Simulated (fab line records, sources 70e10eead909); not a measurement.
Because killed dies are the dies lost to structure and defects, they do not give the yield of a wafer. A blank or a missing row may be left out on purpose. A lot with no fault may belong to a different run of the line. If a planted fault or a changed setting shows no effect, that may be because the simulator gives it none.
Which of the tools did it? ; flow nand-harc ; 15 lots, 45 wafers sampled, at 2 steps of a route of 1302

## WHAT THE GAUGES SHOWED, per wafer
NHARC_A_ONON_D1_INSPECT_32. Usual: raw-defect-count reads 67 (standard deviation 24).
lot;measured;on;raw-defect-count;flag
L766;day 8 05:55;defect-inspect-02;66 62 46;
L767;day 8 17:32;defect-inspect-01;42 64 101;
L768;day 9 04:48;defect-inspect-02;74 49 55;
L770;day 9 21:49;defect-inspect-02;86 70 50;
L774;day 11 21:07;defect-inspect-02;56 56 50;
L775;day 12 09:58;defect-inspect-02;52 71 71;
L776;day 12 19:47;defect-inspect-02;60 122 57;
L782;day 15 01:16;defect-inspect-02;38 74 30;
L783;day 15 15:51;defect-inspect-01;40 55 56;
L785;day 16 08:02;defect-inspect-01;44 35 42;
L784;day 16 08:17;defect-inspect-01;80 62 55;
L786;day 16 19:35;defect-inspect-02;55 92 62;
L787;day 16 19:47;defect-inspect-02;79 72 79;
L788;day 17 15:31;defect-inspect-02;38 64 32;
L789;day 18 06:40;defect-inspect-02;57 39 50;

NHARC_A_CHANNEL_HOLE_D1_CD_MEAS_10: the cd target is 100 nm. Usual: cd-nm reads 100.1 nm (standard deviation 0.65).
lot;measured;on;cd-nm (nm);flag
L766;day 8 10:32;cd-sem-01;99.3 99.3 99.6;
L767;day 8 20:07;cd-sem-02;100.4 99.6 99.0;
L768;day 9 07:30;cd-sem-01;100.9 99.1 100.1;
L770;day 10 00:25;cd-sem-02;100.4 100.6 98.7;
L774;day 12 02:34;cd-sem-02;99.6 100.9 99.8;
L775;day 12 12:41;cd-sem-02;100.3 98.6 98.8;
L776;day 12 22:31;cd-sem-02;100.6 100.7 100.4;
L782;day 15 03:56;cd-sem-01;100.2 100.4 100.8;
L783;day 15 21:44;cd-sem-03;99.4 99.5 100.8;
L785;day 16 10:46;cd-sem-03;100.2 100.5 101.1;
L784;day 16 11:02;cd-sem-02;100.4 101.3 100.2;
L786;day 17 00:07;cd-sem-02;100.6 100.6 100.3;
L787;day 17 02:08;cd-sem-01;99.6 100.3 100.1;
L788;day 17 21:25;cd-sem-02;99.9 100.4 101.4;
L789;day 18 09:38;cd-sem-01;100.1 99.9 99.4;

## WHAT TOOL EACH LOT RAN ON (gives the tool, then ch and the chambers of the sampled wafers, and finally the start)
No process step before these readings appears in the record.

## WHAT THE TOOLS THEMSELVES READ (means of the sampled wafers that have a number; where no wafer has one, the mark that the record gives instead)
The record holds no such reading with a usual standard deviation.

## THE ANSWER, worked out from the rows above alone
Rule: lot off if the mean of its wafers having a number is beyond 3 standard deviations from the usual mean. Also off: a lot with no number at a reading for which 4 or more lots have one. Where the step has rows for the other lots, those lots are counted as sound. First the gauges in route order, then the tools' own readings, where a lot's mean is used as printed above. The first step at which some lot is off is used, and at that step the reading that is off furthest; a lot without a number counts as furthest.
Across all readings shown, no lot is off: no conclusion can be drawn from this.

## WHAT THE SIMULATOR PUT IN
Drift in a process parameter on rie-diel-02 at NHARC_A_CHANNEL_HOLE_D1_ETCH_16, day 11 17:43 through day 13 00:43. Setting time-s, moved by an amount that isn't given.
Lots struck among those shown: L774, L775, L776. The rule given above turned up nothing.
